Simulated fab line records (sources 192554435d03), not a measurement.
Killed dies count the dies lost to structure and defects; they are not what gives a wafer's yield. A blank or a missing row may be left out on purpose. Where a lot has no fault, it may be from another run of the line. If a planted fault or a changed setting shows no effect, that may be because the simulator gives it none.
Matching of chambers	flow n5_finfet	N5_BEOL_M0_SAQP_ALD_48 on ald_sin-03 has 4 sister chambers
The step deposits SiO2, target thk 20 nm, pulse time 1 s, co reactant pulse time 1 s. 8 wafers are shown with their chamber, then 9 later ones without.

== WAFERS, EACH WITH ITS CHAMBER ==
wafer	chamber	heater_power_w (W)	precursor_pulse_height_rel
L081.3	3	88	1.024
L084.4	0	73	0.980
L084.5	0	74	0.995
L085.1	3	89	1.024
L086.5	2	74	1.018
L089.3	2	74	1.023
L089.4	1	75	1.001
L089.6	1	75	0.994

== WAFERS WITHOUT THEIR CHAMBER ==
wafer	heater_power_w (W)	precursor_pulse_height_rel
L091.2	71	1.030
L091.3	73	1.027
L091.5	76	0.978
L092.2	73	1.001
L092.4	73	0.984
L092.5	89	1.031
L093.1	86	1.028
L093.5	73	0.990
L093.6	88	0.981

== WHICH CHAMBER EACH WENT THROUGH ==
wafer	from the rows above	in truth
L091.2	2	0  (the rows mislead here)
L091.3	2	2
L091.5	can't be placed: 1 or 0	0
L092.2	can't be placed: 0 or 2 or 1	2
L092.4	0	0
L092.5	3	3
L093.1	3	3
L093.5	0	0
L093.6	3	3
Correct placement for 6 of the 9. These rows do not allow placing 2 (true chamber among the candidates in 2). Number placed wrongly: 1.
How it was worked out, from the rows above alone: a wafer's distance from a chamber is the root of the sum, over the readings, of the square of ((its reading less the chamber's mean) divided by the reading's scatter). If the next closest chamber is less than 2 further off than the closest, the wafer can't be placed; otherwise it belongs to the closest. For every chamber, the mean is computed from those of its wafers that are shown. The scatter is the square root of a quotient: the sum, over the shown wafers, of each reading's squared deviation from its chamber's mean, divided by wafers minus chambers.
